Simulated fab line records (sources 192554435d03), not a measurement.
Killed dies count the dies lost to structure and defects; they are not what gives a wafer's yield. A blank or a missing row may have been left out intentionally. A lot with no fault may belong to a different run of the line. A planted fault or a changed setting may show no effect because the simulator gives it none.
fab line records ; flow n5Finfet
[record] lots = 7; wafers = 18; lastDay = 16
route steps=1938 shown BEOL_M1@789 BEOL_M4@1111
lots that met no fault: from a run of the same line without faults
startH: the number of hours between the record's first day and the start of the first shown wafer of the lot ; waitH: hours elapsed since this lot's preceding step ; " identical to the entry in the row above ; L1.1+2: a row that stands for several wafers ; - no value, or no start given ; * or withheld: withheld ; < > ~ a bound
route shown NAME@n: NAME is a module with steps in the file, n the number in the route of the first one ; usual: average and standard deviation across the fault-free wafers ; same: alike in all rows ; chamber/n: place in a boat ; sites: per-site readings ; _std_site: their standard deviation ; _edge_site: outer sites' mean less inner sites' ; radiusMm: for every site, how far away it sits from the centre of the wafer ; mask NAME#n: copy n ; behind: the last tool/chamber to shape the wafer ; hold: what put the lot on hold/how long, in hours/how the hold closed ; device: the transistor (n, p or np) that didn't switch ; end of line: the same wafers' tests at the end of the route ; step lacking rows: just its recipe ; killed: at the first sort, the dies lost to defects and structure; wafer yield is something else ; map: a wafer's dies, marking killed ones x, the rest . and places with no die _
set.NAME: the setting as run; set.NAME@STEP: as run at that earlier step ; model.NAME: the simulator's own value behind a step, which no gauge read
lots at some steps of the route; a table a step, a row a wafer
services: the hour from which a tool's chamber was out of use, counted from the record's first day as startH (under 0 if before that day), plus the number of hours and why
[[steps]]
[step N5_BEOL_M1_DESCUM_33]
[recipe] chemistry = O2; timeS = 7; sourcePowerW = 50; biasPowerW = 20; pressureMtorr = 20; rfFrequencyHz = 2.712e+07; tempC = 40; resist = CAR-EUV; o2FlowSccm = 225
[usual] chamberPressureMTorr = 20.001/0.017; drypumpMotorCurrentA = 5.7/0.32; oesProductAu = 0.76/0.078; rfVppV = 243.1/1.3; showerheadPlenumPTorr = 2.09/0.073; throttleValvePct = 20.50/0.19
lot.wafer;tool;chamber;startH;waitH;chamberPressureMTorr;drypumpMotorCurrentA;oesProductAu;rfHoursCounterH;rfVppV;showerheadPlenumPTorr;throttleValvePct
L239.4;rieDiel-06;3;128.23;0.0;19.993;5.8;0.93;23;245.3;2.14;20.66
L239.5;rieDiel-06;1;128.23;0.0;20.020;5.9;0.74;-;246.1;2.20;20.59
L239.6;rieDiel-06;2;128.23;0.0;20.001;5.5;0.71;-;242.1;2.09;20.43
L240.1;rieDiel-06;0;130.68;0.0;19.981;5.8;0.74;136;242.8;2.10;20.67
L240.4;rieDiel-06;3;130.68;0.0;20.022;5.8;0.93;23;244.4;2.14;20.65
L240.5;rieDiel-06;2;130.68;0.0;20.041;5.5;0.72;-;242.4;2.09;20.45
L248.1;rieDiel-06;1;180.62;0.0;20.012;5.9;0.73;171;244.1;2.19;20.61
L248.2;rieDiel-06;2;180.62;0.0;19.991;5.5;0.70;209;243.6;2.08;20.44
L248.6;rieDiel-06;2;180.62;0.0;19.990;5.5;0.69;-;243.1;2.08;20.47
L254.4;rieDiel-05;0;214.08;0.1;20.002;5.8;0.75;-;240.8;2.01;20.71
L254.5;rieDiel-05;1;214.08;0.1;19.995;5.7;0.72;-;243.6;2.07;20.02
L255.1;rieDiel-03;1;225.39;0.1;19.991;6.2;0.70;206;242.1;2.00;20.66
L255.3;rieDiel-03;3;225.39;0.1;20.013;5.2;0.74;193;242.5;2.07;20.47
L255.5;rieDiel-03;1;225.39;0.1;20.007;6.2;0.70;-;242.6;2.00;20.66
L257.3;rieDiel-06;1;227.76;0.0;20.025;5.9;0.73;185;244.8;2.19;20.64
L257.5;rieDiel-06;1;227.76;0.0;20.007;5.9;0.72;-;244.9;2.19;20.65
L258.2;rieDiel-06;1;239.77;0.0;20.005;5.9;0.71;189;244.5;2.19;20.64
L258.5;rieDiel-06;1;239.77;0.0;20.004;5.9;0.71;-;244.1;2.19;20.65
[step N5_BEOL_M1_ETCH_77]
[recipe] chemistry = N2/H2; target = underlayer; targetDepthA = 65; maskMaterial = CAR-EUV; timeS = 5.2; ionEnergyEv = 200; pressureMtorr = 30; sourceW = 840; biasW = 150; n2FlowSccm = 200; h2FlowSccm = 200; ends = cleared
[usual] chamberPressureMTorr = 29.99/0.04; drypumpMotorCurrentA = 5.7/0.32; etchRfOnTimeS = 5.15/0.15; oesProductAu = 0.65/0.065; rfVppV = 523.8/2.6; showerheadPlenumPTorr = 2.55/0.087; throttleValvePct = 17.96/0.17
lot.wafer;tool;chamber;startH;waitH;chamberPressureMTorr;drypumpMotorCurrentA;etchRfOnTimeS;oesProductAu;rfHoursCounterH;rfVppV;showerheadPlenumPTorr;throttleValvePct
L239.4;rieDiel-06;3;128.26;0.0;30.01;5.8;5.13;0.79;23;523.7;2.60;17.97
L239.5;rieDiel-06;1;128.26;0.0;29.95;5.9;5.30;0.63;-;525.0;2.66;17.95
L239.6;rieDiel-06;2;128.26;0.0;29.95;5.5;5.38;0.59;-;522.7;2.54;17.89
L240.1;rieDiel-06;0;130.71;0.0;29.99;5.8;5.23;0.64;136;523.8;2.53;18.01
L240.4;rieDiel-06;3;130.71;0.0;30.02;5.8;5.11;0.79;23;525.9;2.60;18.00
L240.5;rieDiel-06;2;130.71;0.0;29.99;5.5;5.39;0.60;-;523.1;2.54;17.87
L248.1;rieDiel-06;1;180.65;0.0;30.03;5.9;5.33;0.62;171;527.5;2.65;17.98
L248.2;rieDiel-06;2;180.65;0.0;30.05;5.5;5.39;0.58;209;522.9;2.53;17.91
L248.6;rieDiel-06;2;180.65;0.0;30.00;5.5;5.46;0.58;-;525.2;2.53;17.92
L254.4;rieDiel-05;0;214.10;0.0;30.04;5.8;4.95;0.67;-;520.0;2.43;17.98
L254.5;rieDiel-05;1;214.10;0.0;30.03;5.7;5.11;0.62;-;524.4;2.52;17.57
L255.1;rieDiel-03;1;225.43;0.0;30.00;6.2;4.89;0.62;206;518.6;2.42;18.11
L255.3;rieDiel-03;3;225.43;0.0;29.93;5.2;5.01;0.63;193;525.0;2.53;18.07
L255.5;rieDiel-03;1;225.43;0.0;29.99;6.2;4.92;0.61;-;520.6;2.42;18.12
L257.3;rieDiel-06;1;227.79;0.0;29.98;5.9;5.31;0.61;185;525.1;2.64;18.02
L257.5;rieDiel-06;1;227.79;0.0;29.96;5.9;5.37;0.61;-;526.4;2.64;18.04
L258.2;rieDiel-06;1;239.80;0.0;30.04;5.9;5.28;0.62;189;527.3;2.64;18.04
L258.5;rieDiel-06;1;239.80;0.0;30.06;5.9;5.28;0.62;-;525.6;2.64;18.03
[step N5_BEOL_M1_ETCH_69]
[recipe] chemistry = CF4; target = SiARC; targetDepthA = 156; maskMaterial = CAR-EUV; timeS = 26; ionEnergyEv = 80; pressureMtorr = 40; sourceW = 545; biasW = 36; Ar_flow_sccm = 100; cf4FlowSccm = 100; ends = cleared
[step N5_BEOL_M1_ALD_98]
[recipe] material = SiO2; targetThkA = 25; tempC = 100; aldPrecursorFamily = BDEAS; aldCoReactant = O2-plasma; pulseTimeS = 1; coReactantPulseTimeS = 1; purgeTimeS = 2; coReactantPurgeTimeS = 2; aldCycles = 17; pressureTorr = 2
[usual] heaterPowerW = 74/8.3; precursorPulseHeightRel = 0.998/0.021
lot.wafer;tool;chamber;startH;waitH;heaterPowerW;precursorPulseHeightRel
L239.4;aldSin-01;0;128.40;0.1;67;1.002
L239.5;aldSin-01;2;128.40;0.1;93;0.966
L239.6;aldSin-01;3;128.40;0.1;68;0.996
L240.1;aldSin-03;2;130.81;0.1;74;1.016
L240.4;aldSin-03;1;130.81;0.1;82;1.019
L240.5;aldSin-03;2;130.81;0.1;76;0.996
L248.1;aldSin-03;3;181.33;0.6;72;1.012
L248.2;aldSin-03;1;181.33;0.6;80;0.999
L248.6;aldSin-03;3;181.33;0.6;71;1.003
L254.4;aldSin-04;1;214.19;0.0;72;1.014
L254.5;aldSin-04;2;214.19;0.0;75;1.016
L255.1;aldSin-01;1;225.53;0.1;64;1.000
L255.3;aldSin-01;3;225.53;0.1;69;1.038
L255.5;aldSin-01;3;225.53;0.1;67;1.014
L257.3;aldSin-01;0;227.89;0.1;67;1.009
L257.5;aldSin-01;0;227.89;0.1;65;0.964
L258.2;aldSin-03;3;239.90;0.1;74;0.996
L258.5;aldSin-03;3;239.90;0.1;72;0.963
[step N5_BEOL_M1_ETCHBACK_99]
[recipe] chemistry = CHF3; target = SiO2; targetDepthA = 50; timeS = 10.4; sourceW = 215; biasW = 47; Ar_flow_sccm = 200; CHF3_flow_sccm = 12; ionEnergyEv = 100; pressureMtorr = 30
[usual] chamberPressureMTorr = 29.997/0.029; drypumpMotorCurrentA = 5.76/0.24; mfcArSccm = 200.0/0.64; oes_f_703_au = 0.77/0.075; oesProductAu = 0.77/0.078; rfVppV = 241/4.7; showerheadPlenumPTorr = 2.16/0.064; throttleValvePct = 17.14/0.18
lot.wafer;tool;chamber;startH;waitH;chamberPressureMTorr;drypumpMotorCurrentA;mfcArSccm;oes_f_703_au;oesProductAu;rfHoursCounterH;rfVppV;showerheadPlenumPTorr;throttleValvePct
L239.4;rieDiel-06;3;128.52;0.1;29.992;5.81;199.6;0.92;0.93;23;237;2.20;17.18
L239.5;rieDiel-06;1;128.52;0.1;30.008;5.92;199.3;0.76;0.75;-;244;2.24;17.13
L239.6;rieDiel-06;2;128.52;0.1;30.017;5.53;200.5;0.69;0.70;-;239;2.12;16.92
L240.1;rieDiel-06;1;136.23;5.4;30.049;5.89;199.0;0.75;0.74;157;245;2.24;17.15
L240.4;rieDiel-06;3;136.23;5.4;30.001;5.81;201.3;0.93;0.92;25;237;2.20;17.21
L240.5;rieDiel-06;1;136.23;5.4;29.968;5.89;198.8;0.76;0.74;-;244;2.24;17.14
L248.1;rieDiel-03;3;184.50;3.1;30.006;5.23;199.2;0.76;0.74;180;237;2.16;17.22
L248.2;rieDiel-03;0;184.50;3.1;29.970;5.38;198.8;0.71;0.71;200;244;2.13;17.18
L248.6;rieDiel-03;1;184.50;3.1;30.051;6.23;200.2;0.72;0.71;-;243;2.05;17.26
L254.4;rieDiel-06;0;214.52;0.3;29.952;5.83;201.0;0.74;0.73;162;235;2.15;17.31
L254.5;rieDiel-06;2;214.52;0.3;29.992;5.53;199.1;0.68;0.68;-;240;2.12;17.00
L255.1;rieDiel-05;3;228.79;3.2;29.996;6.10;199.5;0.85;0.87;30;249;2.28;17.14
L255.3;rieDiel-05;1;228.79;3.2;29.962;5.77;200.9;0.71;0.72;178;248;2.12;16.75
L255.5;rieDiel-05;1;228.79;3.2;29.956;5.74;200.7;0.72;0.72;-;248;2.12;16.74
L257.3;rieDiel-06;0;234.70;6.8;29.982;5.84;200.9;0.73;0.73;168;235;2.14;17.32
L257.5;rieDiel-06;0;234.70;6.8;30.011;5.82;200.7;0.73;0.73;-;234;2.14;17.33
L258.2;rieDiel-06;0;241.18;1.2;29.966;5.81;200.6;0.74;0.72;170;235;2.14;17.32
L258.5;rieDiel-06;0;241.18;1.2;30.026;5.83;201.1;0.73;0.73;-;236;2.14;17.33
[step N5_BEOL_M1_ETCH_70]
[recipe] chemistry = N2/H2; target = SOC; targetDepthA = 800; overetchA = 160; maskMaterial = SiARC; tempC = 40; timeS = 120; ionEnergyEv = 200; pressureMtorr = 30; sourceW = 840; biasW = 150; n2FlowSccm = 200; h2FlowSccm = 200
[step N5_BEOL_M1_STRIP_71]
[recipe] chemistry = N2/H2; tempC = 40; n2FlowSccm = 200; h2FlowSccm = 200; rfFrequencyHz = 6e+07
[step N5_BEOL_M1_STRIP_78]
[recipe] chemistry = N2/H2; tempC = 40; n2FlowSccm = 200; h2FlowSccm = 200; rfFrequencyHz = 6e+07
[step N5_BEOL_M1_VIA_ETCH_34]
[recipe] chemistry = C4F6/O2; targetDepthA = 678; maskMaterial = SOC; pressureMtorr = 15; ionEnergyEv = 250; taperDeg = 4; timeS = 64.4; sourceW = 350; biasW = 170; Ar_flow_sccm = 300; C4F6_flow_sccm = 10; O2_flow_sccm = 10
[step N5_BEOL_M1_STRIP_83]
[recipe] chemistry = C4F6/O2; resist = SiARC; rfFrequencyHz = 6e+07
[step N5_BEOL_M1_STRIP_36]
[recipe] chemistry = N2/H2; powerW = 450; tempC = 40; pressureMtorr = 20; rfFrequencyHz = 6e+07; overashFraction = 0.3; biasPowerW = 7; h2Frac = 0.5; n2FlowSccm = 200; h2FlowSccm = 200
[step N5_BEOL_M1_TRENCH_ETCH_37]
[recipe] chemistry = C4F6/O2; targetDepthA = 552.07; target = SiOC; timeS = 29; ionEnergyEv = 250; pressureMtorr = 30; sourceW = 355; biasW = 185; Ar_flow_sccm = 300; C4F6_flow_sccm = 10; O2_flow_sccm = 10
[step N5_BEOL_M1_ETCH_41]
[recipe] chemistry = CH3F/O2; target = SiCN; targetDepthA = 319; taperDeg = 2; timeS = 57.8; ionEnergyEv = 120; maskMaterial = TiN; pressureMtorr = 30; sourceW = 395; biasW = 75; Ar_flow_sccm = 150; CH3F_flow_sccm = 30; O2_flow_sccm = 20
[usual] chamberPressureMTorr = 29.997/0.027; drypumpMotorCurrentA = 5.76/0.24; mfcArSccm = 150.0/0.46; oesProductAu = 0.77/0.077; rfVppV = 297.5/1.3; showerheadPlenumPTorr = 2.01/0.059; throttleValvePct = 16.38/0.17
lot.wafer;tool;chamber;startH;waitH;chamberPressureMTorr;drypumpMotorCurrentA;mfcArSccm;oesProductAu;rfHoursCounterH;rfVppV;showerheadPlenumPTorr;throttleValvePct;model.etch.depthNm
L239.4;rieDiel-06;3;128.78;-;29.977;5.79;149.4;0.93;23;298.6;2.05;16.44;22.13
L239.5;rieDiel-06;1;128.78;-;29.991;5.96;150.0;0.75;-;298.3;2.08;16.39;21.3
L239.6;rieDiel-06;2;128.78;-;29.976;5.51;150.6;0.70;-;296.1;1.98;16.21;21.14
L240.1;rieDiel-06;1;136.50;-;29.998;5.91;150.3;0.75;157;298.4;2.08;16.38;21.61
L240.4;rieDiel-06;3;136.50;-;29.978;5.80;149.8;0.94;25;299.4;2.05;16.44;22.79
L240.5;rieDiel-06;1;136.50;-;29.968;5.90;149.6;0.75;-;300.3;2.08;16.36;21.56
L248.1;rieDiel-03;3;184.77;-;29.966;5.23;149.3;0.75;180;297.5;2.00;16.46;21.95
L248.2;rieDiel-03;0;184.77;-;30.012;5.40;150.6;0.72;200;297.0;1.98;16.44;22.05
L248.6;rieDiel-03;1;184.77;-;29.982;6.25;150.2;0.71;-;295.1;1.91;16.53;22.26
L254.4;rieDiel-06;0;214.79;-;29.960;5.83;149.8;0.94;162;295.9;2.00;16.57;31.94
L254.5;rieDiel-06;2;214.79;-;29.963;5.51;149.6;0.89;-;297.4;1.97;16.24;31.59
L255.1;rieDiel-05;3;229.05;-;30.021;6.13;149.7;0.87;30;298.7;2.12;16.35;21.46
L255.3;rieDiel-05;1;229.05;-;30.019;5.71;150.5;0.73;178;298.3;1.98;16.00;21.88
L255.5;rieDiel-05;1;229.05;-;29.955;5.71;150.2;0.73;-;296.4;1.98;16.02;22.04
L257.3;rieDiel-06;0;234.97;-;30.047;5.84;149.7;0.72;168;297.9;1.99;16.58;21.76
L257.5;rieDiel-06;0;234.97;-;29.986;5.84;150.2;0.94;-;297.8;1.99;16.59;32.27
L258.2;rieDiel-06;0;241.44;-;29.947;5.82;150.4;0.73;170;296.4;1.99;16.58;22.01
L258.5;rieDiel-06;0;241.44;-;29.978;5.82;150.1;0.94;-;296.1;1.99;16.59;32.44
[step N5_BEOL_M1_STRIP_97]
[recipe] chemistry = N2/H2; timeS = 10; powerW = 450; tempC = 40; pressureMtorr = 20; rfFrequencyHz = 6e+07; biasPowerW = 7; n2FlowSccm = 200; h2FlowSccm = 200
[usual] chamberPressureMTorr = 19.999/0.02; drypumpMotorCurrentA = 5.77/0.24; oesProductAu = 0.77/0.079; rfVppV = 59.2/0.86; showerheadPlenumPTorr = 2.55/0.076; throttleValvePct = 23.79/0.22
lot.wafer;tool;chamber;startH;waitH;chamberPressureMTorr;drypumpMotorCurrentA;oesProductAu;rfHoursCounterH;rfVppV;showerheadPlenumPTorr;throttleValvePct
L239.4;rieDiel-06;3;-;-;19.979;5.80;0.94;23;59.1;2.60;23.91
L239.5;rieDiel-06;1;-;-;20.026;5.92;0.74;-;59.1;2.65;23.72
L239.6;rieDiel-06;2;-;-;20.014;5.52;0.71;-;58.1;2.53;23.80
L240.1;rieDiel-06;1;-;-;19.994;5.91;0.74;157;60.1;2.65;23.72
L240.4;rieDiel-06;3;-;-;20.008;5.81;0.93;25;58.0;2.59;23.89
L240.5;rieDiel-06;1;-;-;20.014;5.92;0.75;-;59.8;2.65;23.74
L248.1;rieDiel-03;3;-;-;20.003;5.22;0.74;180;60.4;2.53;24.03
L248.2;rieDiel-03;0;-;-;19.978;5.40;0.71;200;59.1;2.52;24.12
L248.6;rieDiel-03;1;-;-;20.023;6.23;0.70;-;58.7;2.42;23.87
L254.4;rieDiel-06;0;-;-;20.005;5.84;0.72;162;58.6;2.51;23.92
L254.5;rieDiel-06;2;-;-;20.009;5.52;0.69;-;58.2;2.52;23.83
L255.1;rieDiel-05;3;-;-;19.976;6.19;0.88;30;60.6;2.70;23.92
L255.3;rieDiel-05;1;-;-;19.975;5.74;0.73;178;58.5;2.51;23.29
L255.5;rieDiel-05;1;-;-;19.997;5.76;0.72;-;58.3;2.51;23.27
L257.3;rieDiel-06;0;-;-;20.018;5.83;0.73;168;60.2;2.51;23.92
L257.5;rieDiel-06;0;-;-;20.024;5.83;0.72;-;58.4;2.51;23.93
L258.2;rieDiel-06;0;-;-;20.008;5.83;0.72;170;59.5;2.51;23.93
L258.5;rieDiel-06;0;-;-;19.954;5.84;0.71;-;59.2;2.51;23.93
[step N5_BEOL_M4_RC_MEAS_101]
[usual] DIBL_N = 36.6/2.1; DIBL_P = 36.3/2.2; IOFF_N = 0.16/0.036; IOFF_P = 0.21/0.038; ION_N = 671/12; ION_P = 460/7.5; SS_N = 71.8/0.72; SS_P = 73.3/0.72; VT_N = 250/3.2; VT_P = -250/3.5
lot.wafer;tool;chamber;startH;waitH;DIBL_N[mV/V];DIBL_P[mV/V];IOFF_N[nA/um];IOFF_P[nA/um];ION_N[uA/um];ION_P[uA/um];SS_N[mV/dec];SS_P[mV/dec];VT_N[mV];VT_P[mV]
L239.4;prober-02;0;162.96;0.5;35.6;35.0;0.11;0.15;654;446;71.3;72.2;254;-256
L239.5;prober-02;0;162.96;0.5;36.3;36.0;0.13;0.15;661;447;71.0;72.6;254;-258
L239.6;prober-02;0;162.96;0.5;38.2;39.1;0.17;0.20;675;459;72.3;73.1;250;-255
L240.1;prober-01;0;171.68;0.0;42.0;39.6;0.24;0.30;681;466;73.4;74.4;247;-244
L240.4;prober-01;0;171.68;0.0;36.9;33.8;0.14;0.20;661;455;71.7;73.2;252;-249
L240.5;prober-01;0;171.68;0.0;37.6;34.7;0.16;0.23;671;466;71.6;73.2;252;-248
L248.1;prober-02;0;218.49;0.0;34.6;35.7;0.15;0.20;680;468;71.6;72.4;248;-249
L248.2;prober-02;0;218.49;0.0;35.4;36.6;0.16;0.22;680;468;72.0;73.2;249;-250
L248.6;prober-02;0;218.49;0.0;37.0;38.1;0.18;0.23;672;460;71.9;73.1;249;-247
L254.4;prober-02;0;248.06;0.5;35.8;36.1;0.15;0.18;684;463;71.6;72.8;253;-254
L254.5;prober-02;0;248.06;0.5;34.9;34.6;0.14;0.16;655;447;71.2;72.5;251;-257
L255.1;prober-01;0;267.45;0.0;37.5;37.2;0.17;0.20;681;459;71.7;73.3;250;-251
L255.3;prober-01;0;267.45;0.0;38.8;38.7;0.21;0.23;660;453;72.4;73.7;250;-251
L255.5;prober-01;0;267.45;0.0;37.2;36.5;0.15;0.19;647;445;72.3;73.5;253;-253
L257.3;prober-02;0;275.32;0.3;33.5;34.4;0.12;0.17;661;449;71.8;71.9;253;-254
L257.5;prober-02;0;275.32;0.3;36.6;37.1;0.17;0.21;667;452;71.8;74.0;251;-250
L258.2;prober-01;0;279.81;0.2;36.2;35.8;0.13;0.17;669;456;71.2;73.1;252;-254
L258.5;prober-01;0;279.81;0.2;36.2;36.4;0.13;0.18;672;461;70.8;73.5;253;-254
[[services]]
tool;chamber;startH;hours;kind
rieDiel-06;1;113.13;2.7;repair
rieDiel-03;2;125.25;-;clean
rieDiel-03;2;125.25;-;consumableReplace:focusRing
rieDiel-03;2;125.25;-;consumableReplace:showerhead
rieDiel-03;2;125.25;35.9;scheduledDown
rieDiel-03;2;125.25;35.9;ventCycle
rieDiel-05;3;126.60;-;clean
rieDiel-05;3;126.60;-;consumableReplace:focusRing
rieDiel-05;3;126.60;-;consumableReplace:showerhead
rieDiel-05;3;126.60;13.2;scheduledDown
rieDiel-05;3;126.60;13.2;ventCycle
aldSin-03;0;143.95;2.6;repair
rieDiel-05;2;147.57;7.4;repair
aldSin-04;-;176.75;14.0;pm
aldSin-04;0;176.75;14.0;ventCycle
aldSin-04;1;176.75;14.0;ventCycle
aldSin-04;2;176.75;14.0;ventCycle
aldSin-04;3;176.75;14.0;ventCycle
aldSin-01;-;179.83;6.1;pm
aldSin-04;0;190.75;-;clean
aldSin-04;1;190.75;-;clean
aldSin-04;3;191.51;5.3;repair
rieDiel-03;2;214.25;38.8;repair
aldSin-03;1;238.22;2.6;repair
[[key]]
[firstSign] step = N5_BEOL_M1_ETCH_41; reading = oesProductAu; direction = up; sigmas = 2; usual = 0.77; struck = 0.93
effect none on later readings
[modelEffect] step = N5_BEOL_M1_ETCH_41; value = etch.depthNm; without = 21.62; struck = 32.06
metAt N5_BEOL_M1_ETCH_41
struckWafers L254.4,L254.5,L257.5,L258.5
onsetBetween 136.50 214.79
[fault] kind = processParameterDrift; tool = rieDiel-06; chamber = -; onsetH = 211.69; steps = N5_BEOL_M1_ETCH_41; channel = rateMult; offset = 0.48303; shape = step; endH = 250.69; scope = struckWafersOnly
